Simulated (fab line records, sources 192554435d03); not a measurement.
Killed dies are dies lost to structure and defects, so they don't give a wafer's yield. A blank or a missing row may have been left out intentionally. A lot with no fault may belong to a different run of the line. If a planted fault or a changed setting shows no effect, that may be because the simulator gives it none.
Matching of chambers ; flow n5 finfet ; N5_DUMMY_REMOVAL_HM_STRIP_01 on rie diel-02 has 4 sister chambers
The step strips SiNx in CH3F/O2, stops on poly-Si, target depth 4 nm, time 6.8 s. 18 wafers are shown with their chamber, then 9 later ones without.

## WAFERS, EACH WITH ITS CHAMBER
wafer;chamber;drypump motor current A (A);showerhead plenum p Torr (Torr);throttle valve pct (%)
L075.3;1;6.0;1.99;16.38
L075.4;0;4.8;2.01;16.70
L075.6;3;5.7;2.11;16.32
L077.1;1;6.0;1.99;16.38
L077.4;2;5.8;1.98;16.41
L077.5;3;5.7;2.11;16.33
L078.1;1;6.0;1.99;16.41
L078.3;3;5.7;2.11;16.33
L078.5;1;5.9;1.99;16.40
L081.1;3;5.7;2.11;16.34
L081.3;1;5.9;1.99;16.43
L081.6;1;6.0;1.98;16.40
L084.2;2;5.8;1.98;15.96
L084.4;1;6.0;1.98;16.44
L084.5;2;5.8;1.98;15.95
L087.1;0;4.8;2.00;16.73
L087.2;3;5.7;2.10;16.35
L087.5;1;6.0;1.98;16.43

SIGNATURES (means of the wafers above)
reading;chamber 0;chamber 1;chamber 2;chamber 3;scatter within a chamber
drypump motor current A;4.800;5.975;5.800;5.700;0.0327
showerhead plenum p Torr;2.0050;1.9863;1.9800;2.1080;0.00476
throttle valve pct;16.7150;16.4087;16.1067;16.3340;0.101
Rule: for a wafer and a chamber, the distance is found by dividing, reading by reading, the gap between the wafer's reading and the chamber's mean by the reading's scatter, squaring, summing and taking the root. If the next closest chamber is less than 2 further off than the closest, the wafer can't be placed; otherwise it belongs to the closest. The scatter: take each reading less its chamber's mean, square it, sum over the shown wafers, divide by the number of wafers less the number of chambers, and take the root.

## WAFERS MISSING THEIR CHAMBER
wafer;drypump motor current A (A);showerhead plenum p Torr (Torr);throttle valve pct (%)
L091.2;6.0;1.98;16.44
L091.5;6.0;1.98;16.44
L091.6;4.8;2.00;16.76
L092.1;6.0;1.98;16.46
L092.2;4.7;2.00;16.75
L092.5;4.7;2.00;16.74
L095.1;6.0;1.98;16.47
L095.4;5.7;2.10;16.39
L095.6;6.0;1.98;16.46

## THE CHAMBER EACH PASSED THROUGH
wafer;from the rows above;in truth
L091.2;1;1
L091.5;1;1
L091.6;0;0
L092.1;1;1
L092.2;0;0
L092.5;0;0
L095.1;1;1
L095.4;3;3
L095.6;1;1
Correct placement for 9 of the 9. Can't be placed from these rows: 0. 0 placed wrongly.
